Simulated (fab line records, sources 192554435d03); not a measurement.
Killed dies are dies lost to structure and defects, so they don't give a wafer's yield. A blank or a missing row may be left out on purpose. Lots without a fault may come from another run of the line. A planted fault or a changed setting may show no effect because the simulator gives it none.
A struck lot beside a sound one | flow n5_finfet | 16 steps out of a route of 1938
Sound: wafers L235.1, L235.3, L235.6. Struck: wafers L234.3, L234.5, L234.6. The cause comes at the end.
At each step with rows: each side's tool, then ch and its chambers, then its first start. Under that, the readings that differ: sound wafers | struck wafers | difference of the means | sigmas: that difference in standard deviations of wafers without a fault.
alike: readings whose means differ by less than 2 such deviations, and words and numbers that are the same on both sides. not compared: withheld readings, readings that some wafer has no value for, bounds like >300 that may hide the same value, and numbers for which the record gives no deviation and whose values overlap.
The two part at a step that has a row with sigmas, a row that says differs or no value, or rows on one side only. Numbers that don't overlap but have no deviation are shown without sigmas and don't part them. A reading that every wafer of one side lacks parts them only if that side has two wafers or more.

first, 4 steps without rows for these wafers: N5_BEOL_M3_HM_STRIP_39 (strips TiN in peroxide tin strip, target depth 25 nm, time 158 s); N5_BEOL_M3_SRD_40 (time 30 s); N5_BEOL_M3_PRECLEAN_42 (cleans in residue remover, time 60 s); N5_BEOL_M3_SRD_43 (time 30 s).
N5_BEOL_M3_CD_MEAS_35: target cd 18 nm, target cd y 21 nm.
  sound on cd_sem-01, day 9 01:34; struck on cd_sem-02, day 9 06:58
  alike: cd_nm
N5_BEOL_M3_DEGAS_44: time 60 s.
  sound on pvd_sputter-03, day 9 01:49; struck on pvd_sputter-02, day 9 07:20
  alike: heater_power_w
N5_BEOL_M3_PRE_CLEAN_45: time 30 s.
  sound on pvd_sputter-03, day 9 01:51; struck on pvd_sputter-02, day 9 07:22
  alike: heater_power_w
N5_BEOL_M3_ALD_84: deposits TaN, pulse time 2 s, purge time 3 s, co reactant purge time 2 s.
  sound on ald_metal-01 ch 2,3, day 9 01:55; struck on ald_metal-01 ch 0,1,2, day 9 07:26
  alike: heater_power_w
then, 2 steps without rows for these wafers: N5_BEOL_M3_SURFACE_TREAT_85; N5_BEOL_M3_CVD_47 (deposits Co from CCTBA/H2, target thk 3 nm, time 223.8 s).
N5_BEOL_M3_SPUTTER_48: material Cu, target thk 4.5 nm, time 8.29 s.
  sound on pvd_sputter-03, day 9 02:21; struck on pvd_sputter-03, day 9 07:59
  alike: chamber_pressure_pa, chuck_gas_flow_sccm, throttle_valve_pct
then, 1 step without rows for these wafers: N5_BEOL_M3_ANNEAL_49 (time 240 s).
N5_BEOL_M3_SPUTTER_79: material Cu, target thk 4.5 nm, time 8.29 s.
  sound on pvd_sputter-03, day 9 02:34; struck on pvd_sputter-03, day 9 08:13
  no value came back on the struck wafers for chamber_pressure_pa (Pa), chuck_gas_flow_sccm (sccm), throttle_valve_pct (%), time_s (s); on the sound wafers chamber_pressure_pa (Pa) reads 0.0701 0.06976 0.07019
N5_BEOL_M3_ANNEAL_80: time 240 s.
  sound on pvd_sputter-03, day 9 02:39; struck on pvd_sputter-03, day 9 08:17
  alike: heater_power_w
N5_BEOL_M4_RC_MEAS_101:
  sound on prober-01 ch 0, day 9 17:04; struck on prober-01 ch 0, day 10 01:08
  alike: DIBL_N, DIBL_P, IOFF_N, IOFF_P, ION_N, ION_P, SS_N, SS_P, VT_N, VT_P
-- the record jumps here: 4 days lie between the struck wafers' starts before and after (it left off in module BEOL_M4 and takes up again in module PASSIVATION, whose first step shown is number 1936 of the route) --
N5_PASSIVATION_PROBE_49:
  sound on prober-01, day 14 08:21; struck on prober-01, day 14 10:59
  alike: defect_limited_yield, killed_at_M0_to_M3, killed_at_M4_up, killed_at_contacts, killed_at_front_end, killed_at_other, killed_dies, killed_open, killed_short, sort_bin_5_function, sort_bin_6_memory, sort_n_pass, sort_yield_pct

WHERE THEY PART
Only at N5_BEOL_M3_SPUTTER_79, within this record. Later steps at which nothing parts them and some readings are alike: N5_BEOL_M3_ANNEAL_80, N5_BEOL_M4_RC_MEAS_101, N5_PASSIVATION_PROBE_49.

WHY: what the simulator had put in
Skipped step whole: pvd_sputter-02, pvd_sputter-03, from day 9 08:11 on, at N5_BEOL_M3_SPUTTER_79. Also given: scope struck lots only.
